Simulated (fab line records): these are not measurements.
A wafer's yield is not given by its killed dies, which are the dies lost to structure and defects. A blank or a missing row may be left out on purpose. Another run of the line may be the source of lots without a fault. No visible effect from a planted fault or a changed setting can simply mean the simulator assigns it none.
Which of the tools did it? | flow nandHarc | Sampling: 24 lots, 72 wafers, 6 of 1302 route steps

== WHAT THE GAUGES SHOWED, per wafer ==
The record lacks any reading of a measuring or inspecting step that a usual standard deviation could be used to judge.

== WHAT TOOL EACH LOT RAN ON (gives the tool, then ch and the chambers of the sampled wafers, and finally the start) ==
lot  | NHARC_A_M0_CMP_23             | NHARC_A_M0_PRE_CLEAN_31         | NHARC_A_M1_PVD_20                      | NHARC_A_M1_PVD_21                      | NHARC_A_M1_ANNEAL_31            | NHARC_A_M1_PRE_CLEAN_32
L075 | cmp-03 ch 1,2,3, day 23 03:29 | pecvd-03 ch 0,1, day 23 03:59   | pvdSputter-02, day 23 07:17 or earlier | pvdSputter-02, day 23 07:17 or earlier | rtpAnneal-02 ch 0, day 23 07:17 | pecvd-03 ch 0,1,2, day 23 08:11
L074 | cmp-03 ch 1,2,3, day 23 06:35 | pecvd-02 ch 1,2, day 23 07:08   | pvdSputter-03, day 23 10:27 or earlier | pvdSputter-03, day 23 10:27 or earlier | rtpAnneal-02 ch 0, day 23 10:27 | pecvd-03 ch 0,2, day 23 11:19
L076 | cmp-02 ch 1,2,3, day 24 06:06 | pecvd-04 ch 1,2, day 24 06:38   | pvdSputter-01, day 24 10:04 or earlier | pvdSputter-01, day 24 10:04 or earlier | rtpAnneal-01 ch 0, day 24 10:04 | pecvd-02 ch 0,2, day 24 10:56
L077 | cmp-03 ch 0,1,2, day 24 07:30 | pecvd-02 ch 0,1, day 24 08:02   | pvdSputter-02, day 24 11:31 or earlier | pvdSputter-02, day 24 11:31 or earlier | rtpAnneal-02 ch 0, day 24 11:31 | pecvd-02 ch 1,2, day 24 12:22
L078 | cmp-04 ch 0,3, day 24 12:17   | pecvd-03 ch 0,2, day 24 12:51   | pvdSputter-03, day 24 16:20 or earlier | pvdSputter-03, day 24 16:20 or earlier | rtpAnneal-01 ch 0, day 24 16:20 | pecvd-04 ch 0,1,2, day 24 17:10
L080 | cmp-02 ch 0,2, day 24 16:58   | pecvd-03 ch 0,2, day 24 17:29   | pvdSputter-01, day 24 20:46 or earlier | pvdSputter-01, day 24 20:46 or earlier | rtpAnneal-01 ch 0, day 24 20:46 | pecvd-03 ch 1,2, day 24 21:39
L079 | cmp-03 ch 1,2, day 26 02:06   | pecvd-02 ch 0,1, day 26 02:38   | pvdSputter-01, day 26 05:58 or earlier | pvdSputter-01, day 26 05:58 or earlier | rtpAnneal-01 ch 0, day 26 05:58 | pecvd-02 ch 0,1,2, day 26 06:52
L084 | cmp-04 ch 0,1, day 26 09:34   | pecvd-02 ch 0,1,2, day 26 10:08 | pvdSputter-02, day 26 13:29 or earlier | pvdSputter-02, day 26 13:29 or earlier | rtpAnneal-02 ch 0, day 26 13:29 | pecvd-03 ch 0,2, day 26 14:17
L081 | cmp-04 ch 0,1,2, day 26 17:37 | pecvd-03 ch 1,2, day 26 18:05   | pvdSputter-02, day 26 21:27 or earlier | pvdSputter-02, day 26 21:27 or earlier | rtpAnneal-01 ch 0, day 26 21:27 | pecvd-02 ch 0,2, day 26 22:19
L082 | cmp-02 ch 0,2,3, day 26 19:31 | pecvd-03 ch 1,2, day 26 20:04   | pvdSputter-03, day 26 23:16 or earlier | pvdSputter-03, day 26 23:16 or earlier | rtpAnneal-02 ch 0, day 26 23:16 | pecvd-04 ch 0,1,2, day 27 00:12
L083 | cmp-03 ch 0,2,3, day 27 00:02 | pecvd-04 ch 0,2, day 27 00:33   | pvdSputter-01, day 27 03:49 or earlier | pvdSputter-01, day 27 03:49 or earlier | rtpAnneal-01 ch 0, day 27 03:49 | pecvd-02 ch 1,2, day 27 04:43
L086 | cmp-02 ch 0,2, day 27 16:32   | pecvd-02 ch 1,2, day 27 17:05   | pvdSputter-03, day 27 20:23 or earlier | pvdSputter-03, day 27 20:23 or earlier | rtpAnneal-02 ch 0, day 27 20:23 | pecvd-03 ch 0,1,2, day 27 21:18
L085 | cmp-03 ch 1,2,3, day 27 22:02 | pecvd-04 ch 0,1,2, day 27 22:34 | pvdSputter-01, day 28 01:51 or earlier | pvdSputter-01, day 28 01:51 or earlier | rtpAnneal-02 ch 0, day 28 01:51 | pecvd-02 ch 0,1,2, day 28 02:44
L088 | cmp-02 ch 0,1,2, day 28 11:13 | pecvd-03 ch 0,1,2, day 28 11:46 | pvdSputter-03, day 28 15:18 or earlier | pvdSputter-03, day 28 15:18 or earlier | rtpAnneal-02 ch 0, day 28 15:18 | pecvd-02 ch 0,1,2, day 28 16:13
L087 | cmp-03 ch 1,2, day 28 13:20   | pecvd-02 ch 0,1, day 28 13:54   | pvdSputter-01, day 28 17:14 or earlier | pvdSputter-01, day 28 17:14 or earlier | rtpAnneal-02 ch 0, day 28 17:14 | pecvd-03 ch 0,1, day 28 18:05
L089 | cmp-03 ch 0,1,3, day 29 07:19 | pecvd-03 ch 0,2, day 29 07:48   | pvdSputter-01, day 29 11:07 or earlier | pvdSputter-01, day 29 11:07 or earlier | rtpAnneal-02 ch 0, day 29 11:07 | pecvd-02 ch 0,1,2, day 29 12:02
L091 | cmp-03 ch 0,1,2, day 29 15:34 | pecvd-03 ch 0,1,2, day 29 16:02 | pvdSputter-02, day 29 19:13 or earlier | pvdSputter-02, day 29 19:13 or earlier | rtpAnneal-02 ch 0, day 29 19:13 | pecvd-04 ch 0,1,2, day 29 20:07
L092 | cmp-03 ch 1,2, day 29 17:31   | pecvd-02 ch 0,1,2, day 29 18:02 | pvdSputter-03, day 29 22:54 or earlier | pvdSputter-03, day 29 22:54 or earlier | rtpAnneal-02 ch 0, day 29 22:54 | pecvd-03 ch 0,1,2, day 29 23:47
L090 | cmp-03 ch 1,3, day 29 19:08   | pecvd-02 ch 0,1,2, day 29 19:44 | pvdSputter-03, day 29 23:19 or earlier | pvdSputter-03, day 29 23:19 or earlier | rtpAnneal-01 ch 0, day 29 23:19 | pecvd-04 ch 0,1, day 30 00:07
L093 | cmp-03 ch 0,1,3, day 30 09:20 | pecvd-04 ch 0,2, day 30 09:50   | pvdSputter-02, day 30 13:01 or earlier | pvdSputter-02, day 30 13:01 or earlier | rtpAnneal-02 ch 0, day 30 13:01 | pecvd-03 ch 1,2, day 30 13:55
L094 | cmp-04 ch 0,1,2, day 31 14:52 | pecvd-04 ch 1,2, day 31 15:24   | pvdSputter-02, day 31 18:37 or earlier | pvdSputter-02, day 31 18:37 or earlier | rtpAnneal-02 ch 0, day 31 18:37 | pecvd-04 ch 0,1,2, day 31 19:31
L096 | cmp-02 ch 0,2,3, day 31 21:04 | pecvd-02 ch 0,1,2, day 31 21:38 | pvdSputter-01, day 32 01:00 or earlier | pvdSputter-01, day 32 01:00 or earlier | rtpAnneal-01 ch 0, day 32 01:00 | pecvd-04 ch 0,1,2, day 32 01:47
L095 | cmp-02 ch 1,2,3, day 32 05:48 | pecvd-04 ch 0,1,2, day 32 06:21 | pvdSputter-02, day 32 09:38 or earlier | pvdSputter-02, day 32 09:38 or earlier | rtpAnneal-01 ch 0, day 32 09:38 | pecvd-02 ch 0,1,2, day 32 10:34
L097 | cmp-04 ch 0,1, day 32 23:58   | pecvd-04 ch 0,2, day 33 00:30   | pvdSputter-02, day 33 03:40 or earlier | pvdSputter-02, day 33 03:40 or earlier | rtpAnneal-01 ch 0, day 33 03:40 | pecvd-04 ch 0,1, day 33 04:34
- NHARC_A_M0_CMP_23: polishes, t overpolish 20 s, target thk 113.75 nm.
- NHARC_A_M0_PRE_CLEAN_31: time 12 s.
- NHARC_A_M1_PVD_20: deposits TaN, target thk 5 nm, time 8.06 s.
- NHARC_A_M1_PVD_21: deposits Cu, target thk 30 nm, time 20.49 s.
- NHARC_A_M1_ANNEAL_31: time 90 s.
- NHARC_A_M1_PRE_CLEAN_32: time 12 s.

== WHAT THE TOOLS THEMSELVES READ (means of the sampled wafers that have a number; where no wafer has one, the mark that the record gives instead) ==
NHARC_A_M0_CMP_23.
lot  | tool   | motorCurrentA (A) | slurryFilterDpKPa (kPa) | timeToEndpointS (s)
L075 | cmp-03 | 13.1              | 13.50                   | 29.8
L074 | cmp-03 | 13.1              | 13.66                   | 28.3
L076 | cmp-02 | 11.5              | 13.62                   | 30.0
L077 | cmp-03 | 11.9              | 13.51                   | 30.4
L078 | cmp-04 | 14.9              | 13.58                   | 26.2
L080 | cmp-02 | 11.3              | 13.57                   | 30.5
L079 | cmp-03 | 12.0              | 13.34                   | 28.4
L084 | cmp-04 | 11.9              | 13.57                   | 27.8
L081 | cmp-04 | 11.1              | 13.50                   | 28.7
L082 | cmp-02 | 11.8              | 13.43                   | 31.9
L083 | cmp-03 | 13.2              | 13.54                   | 31.8
L086 | cmp-02 | 11.9              | 13.61                   | 29.1
L085 | cmp-03 | 13.1              | 13.53                   | 30.5
L088 | cmp-02 | 11.3              | 13.46                   | 25.3
L087 | cmp-03 | 12.4              | 13.50                   | 31.0
L089 | cmp-03 | 12.0              | 13.35                   | 27.2
L091 | cmp-03 | 12.2              | 13.49                   | 27.8
L092 | cmp-03 | 12.7              | 13.59                   | 25.8
L090 | cmp-03 | 12.7              | 13.47                   | 29.0
L093 | cmp-03 | 12.4              | 13.36                   | 28.5
L094 | cmp-04 | 10.9              | 13.49                   | 29.2
L096 | cmp-02 | 12.5              | 13.45                   | 27.5
L095 | cmp-02 | 11.6              | 13.55                   | 28.8
L097 | cmp-04 | 11.0              | 13.42                   | 28.8

NHARC_A_M0_PRE_CLEAN_31.
lot  | tool     | heaterPowerW (W) | susceptorTempC (C)
L075 | pecvd-03 | 629              | 369.75
L074 | pecvd-02 | 638              | 370.02
L076 | pecvd-04 | 642              | 370.02
L077 | pecvd-02 | 594              | 370.27
L078 | pecvd-03 | 675              | 370.02
L080 | pecvd-03 | 594              | 369.94
L079 | pecvd-02 | 628              | 370.09
L084 | pecvd-02 | 625              | 370.08
L081 | pecvd-03 | 682              | 370.05
L082 | pecvd-03 | 665              | 370.00
L083 | pecvd-04 | 668              | 369.93
L086 | pecvd-02 | 618              | 370.19
L085 | pecvd-04 | 627              | 370.07
L088 | pecvd-03 | 676              | 369.98
L087 | pecvd-02 | 630              | 370.14
L089 | pecvd-03 | 647              | 369.95
L091 | pecvd-03 | 652              | 370.07
L092 | pecvd-02 | 615              | 369.79
L090 | pecvd-02 | 619              | 370.12
L093 | pecvd-04 | 620              | 370.04
L094 | pecvd-04 | 610              | 370.09
L096 | pecvd-02 | 630              | 370.05
L095 | pecvd-04 | 666              | 369.91
L097 | pecvd-04 | 639              | 370.06

NHARC_A_M1_PVD_20.
lot  | tool          | substrateTempC (C) | throttleValvePct (%)
L075 | pvdSputter-02 | 49.97              | 32.0
L074 | pvdSputter-03 | 49.97              | 31.4
L076 | pvdSputter-01 | 49.95              | 30.5
L077 | pvdSputter-02 | 49.97              | 31.9
L078 | pvdSputter-03 | 49.95              | 30.8
L080 | pvdSputter-01 | 49.90              | 29.2
L079 | pvdSputter-01 | 50.11              | 29.3
L084 | pvdSputter-02 | 49.95              | 31.1
L081 | pvdSputter-02 | 49.97              | 31.5
L082 | pvdSputter-03 | 50.04              | 28.8
L083 | pvdSputter-01 | 50.07              | 29.9
L086 | pvdSputter-03 | 50.02              | 29.7
L085 | pvdSputter-01 | 50.02              | 29.7
L088 | pvdSputter-03 | 50.05              | 29.7
L087 | pvdSputter-01 | 50.04              | 29.3
L089 | pvdSputter-01 | 49.96              | 29.1
L091 | pvdSputter-02 | 50.01              | 31.7
L092 | pvdSputter-03 | 50.04              | 29.7
L090 | pvdSputter-03 | 49.94              | 29.3
L093 | pvdSputter-02 | 49.99              | 31.5
L094 | pvdSputter-02 | 49.96              | 30.9
L096 | pvdSputter-01 | 49.94              | 29.7
L095 | pvdSputter-02 | 49.92              | 31.4
L097 | pvdSputter-02 | 49.94              | 31.1

NHARC_A_M1_PVD_21.
lot  | tool          | substrateTempC (C) | throttleValvePct (%)
L075 | pvdSputter-02 | 30.16              | 30.9
L074 | pvdSputter-03 | 29.97              | 29.7
L076 | pvdSputter-01 | 30.05              | 30.5
L077 | pvdSputter-02 | 30.00              | 31.0
L078 | pvdSputter-03 | 29.98              | 30.3
L080 | pvdSputter-01 | 29.88              | 30.0
L079 | pvdSputter-01 | 29.98              | 29.5
L084 | pvdSputter-02 | 29.89              | 31.0
L081 | pvdSputter-02 | 30.09              | 31.0
L082 | pvdSputter-03 | 29.90              | 30.1
L083 | pvdSputter-01 | 30.03              | 30.1
L086 | pvdSputter-03 | 29.96              | 30.6
L085 | pvdSputter-01 | 30.02              | 29.6
L088 | pvdSputter-03 | 30.01              | 30.3
L087 | pvdSputter-01 | 29.96              | 29.2
L089 | pvdSputter-01 | 30.05              | 29.7
L091 | pvdSputter-02 | 30.00              | 31.3
L092 | pvdSputter-03 | 29.92              | 31.0
L090 | pvdSputter-03 | 29.99              | 31.3
L093 | pvdSputter-02 | 29.92              | 31.3
L094 | pvdSputter-02 | 30.12              | 31.0
L096 | pvdSputter-01 | 29.90              | 30.3
L095 | pvdSputter-02 | 29.99              | 31.3
L097 | pvdSputter-02 | 29.98              | 31.1

NHARC_A_M1_ANNEAL_31.
lot  | tool         | wafer_temp_C_max
L075 | rtpAnneal-02 | 225.59
L074 | rtpAnneal-02 | 225.80
L076 | rtpAnneal-01 | 225.71
L077 | rtpAnneal-02 | 225.77
L078 | rtpAnneal-01 | 225.82
L080 | rtpAnneal-01 | 225.93
L079 | rtpAnneal-01 | 225.68
L084 | rtpAnneal-02 | 225.86
L081 | rtpAnneal-01 | 226.08
L082 | rtpAnneal-02 | 225.51
L083 | rtpAnneal-01 | 225.73
L086 | rtpAnneal-02 | 225.67
L085 | rtpAnneal-02 | 225.70
L088 | rtpAnneal-02 | 225.50
L087 | rtpAnneal-02 | 225.77
L089 | rtpAnneal-02 | 225.61
L091 | rtpAnneal-02 | 225.72
L092 | rtpAnneal-02 | 225.72
L090 | rtpAnneal-01 | 225.78
L093 | rtpAnneal-02 | 225.53
L094 | rtpAnneal-02 | 225.50
L096 | rtpAnneal-01 | 225.94
L095 | rtpAnneal-01 | 226.03
L097 | rtpAnneal-01 | 225.93

NHARC_A_M1_PRE_CLEAN_32.
lot  | tool     | heaterPowerW (W) | susceptorTempC (C)
L075 | pecvd-03 | 649              | 369.86
L074 | pecvd-03 | 676              | 370.10
L076 | pecvd-02 | 663              | 370.06
L077 | pecvd-02 | 679              | 369.97
L078 | pecvd-04 | 587              | 369.81
L080 | pecvd-03 | 695              | 369.98
L079 | pecvd-02 | 633              | 369.97
L084 | pecvd-03 | 687              | 369.84
L081 | pecvd-02 | 634              | 369.95
L082 | pecvd-04 | 639              | 369.81
L083 | pecvd-02 | 613              | 369.96
L086 | pecvd-03 | 672              | 369.92
L085 | pecvd-02 | 649              | 370.28
L088 | pecvd-02 | 618              | 370.08
L087 | pecvd-03 | 648              | 370.14
L089 | pecvd-02 | 568              | 369.89
L091 | pecvd-04 | 610              | 370.08
L092 | pecvd-03 | 687              | 369.91
L090 | pecvd-04 | 662              | 370.15
L093 | pecvd-03 | 669              | 370.12
L094 | pecvd-04 | 620              | 370.12
L096 | pecvd-04 | 619              | 369.93
L095 | pecvd-02 | 611              | 370.01
L097 | pecvd-04 | 653              | 370.20

== THE ANSWER, worked out from the rows above alone ==
Rule: usual is defined by the lots themselves. The widest of any qualifying gaps counts: lots, ordered by their means at a reading, are off when they make up no more than a third of the lots, leave a main group of 4 or more, and stand apart from it by 3 or more times the standard deviation of that group's means. A main group whose means are all the same, to the digits that the tables above print for the reading, isn't used. A lot without any number at a reading at which 4 lots or more have one is off too. Any other lot the step has rows for is counted as sound. Order of review: gauges by route order, followed by the tools' own readings, for which a lot's mean as printed above is used. The first step at which some lot is off is used, and at that step the reading that is off furthest; a lot without a number counts as furthest.
Nothing can be told from this: no lot is off at any reading shown.

== WHAT THE SIMULATOR HAD INSERTED ==
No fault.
